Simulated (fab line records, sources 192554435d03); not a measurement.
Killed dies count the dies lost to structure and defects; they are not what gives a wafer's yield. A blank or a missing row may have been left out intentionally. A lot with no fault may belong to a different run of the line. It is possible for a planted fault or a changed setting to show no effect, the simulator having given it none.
A lot that was struck, set against a sound lot    flow n5_finfet    16 out of 1938 route steps
Sound: these wafers, L322.1, L322.4, L322.6. Wafers struck: L339.1, L339.3, L339.4. The cause comes at the end.
At each step with rows: each side's tool, then ch and its chambers, then its first start. Under that, the readings that differ: sound wafers    struck wafers    difference of the means    sigmas: that difference in standard deviations of wafers without a fault.
alike: words and numbers the same on both sides, and readings whose means are apart by under 2 such deviations; not compared: readings that were withheld, readings missing a value for some wafer, numbers with overlapping values and no deviation given by the record, and bounds like >300 which may hide the same value.
Wherever a step has rows on one side only, a row that says differs or no value, or a row with sigmas, the two part there. When numbers do not overlap yet have no deviation, they are printed without sigmas and do not part them. A reading missing from all wafers of one side parts the sides only when that side holds two or more wafers.

first, 12 steps without rows for these wafers: N5_BEOL_M2_DESCUM_33 (chemistry O2, time 7 s); N5_BEOL_M2_ETCH_77 (etches underlayer in N2/H2, target depth 6.5 nm, time 5.2 s); N5_BEOL_M2_ETCH_69 (etches SiARC in CF4, target depth 15.6 nm, time 26 s); N5_BEOL_M2_ALD_98 (deposits SiO2, target thk 2.5 nm, pulse time 1 s, co reactant pulse time 1 s); N5_BEOL_M2_ETCHBACK_99 (etches SiO2 in CHF3, target depth 5 nm, time 10.4 s); N5_BEOL_M2_ETCH_70 (etches SOC in N2/H2, target depth 80 nm, overetch 24 nm, time 130 s); N5_BEOL_M2_STRIP_71 (strips in N2/H2); N5_BEOL_M2_STRIP_78 (strips in N2/H2); N5_BEOL_M2_VIA_ETCH_34 (etches the open film in C4F6/O2, target depth 69.4 nm, time 65.9 s); N5_BEOL_M2_STRIP_83 (strips in C4F6/O2); N5_BEOL_M2_STRIP_36 (strips in N2/H2); N5_BEOL_M2_TRENCH_ETCH_37 (etches SiOC in C4F6/O2, target depth 55.555 nm, time 29.2 s).
N5_BEOL_M2_ETCH_41: etches SiCN in CH3F/O2, target depth 29.9 nm, time 52.5 s.
  sound on rie_diel-05 ch 0,2,3, day 7 04:51; struck on rie_diel-02 ch 0,1,2, day 11 18:59
  no value came back on the struck wafers for any of 7 readings (CH3F_flow_sccm (sccm), O2_flow_sccm (sccm) and others); on the sound wafers CH3F_flow_sccm (sccm) reads 30.08 29.84 30.05
  not compared: rf_hours_counter_h
then, 1 step without rows for these wafers: N5_BEOL_M2_STRIP_97 (strips in N2/H2, time 10 s).
N5_BEOL_M4_RC_MEAS_101:
  the record has rows for the sound wafers here (prober-01 ch 0, day 9 06:19) and none for the struck ones
-- the record jumps here: 7 days lie between the struck wafers' starts before and after (it left off in module BEOL_M4 and takes up again in module PASSIVATION, whose first step shown is number 1936 of the route) --
N5_PASSIVATION_PROBE_49:
  sound on prober-01 at day 13 11:02; struck on prober-01 at day 18 09:22
reading                   sound           struck          difference  sigmas
defect_limited_yield (%)  91.2 93.1 90.2  0 0 0           -92         -70
killed_at_M0_to_M3        40 18 30        1097 1115 1113  +1079       +99 or more
killed_dies               104 82 116      1180 1180 1180  +1079       +72
killed_on_rim             12 9 16         152 152 152     +140        +35
sort_bin_5_function (%)   5.4 4.0 6.1     95.9 96.9 96.9  +91.4       +99 or more
sort_n_pass               1076 1098 1064  0 0 0           -1079       -72
sort_yield_pct (%)        91.2 93.1 90.2  0 0 0           -92         -70
  alike: killed_at_M4_up, killed_at_contacts, killed_at_front_end, killed_at_other, killed_open, killed_short, sort_bin_6_memory

== WHERE THEY PART ==
Last at N5_PASSIVATION_PROBE_49 as far as this record goes, first at N5_BEOL_M2_ETCH_41.

WHY: whatever the simulator had introduced
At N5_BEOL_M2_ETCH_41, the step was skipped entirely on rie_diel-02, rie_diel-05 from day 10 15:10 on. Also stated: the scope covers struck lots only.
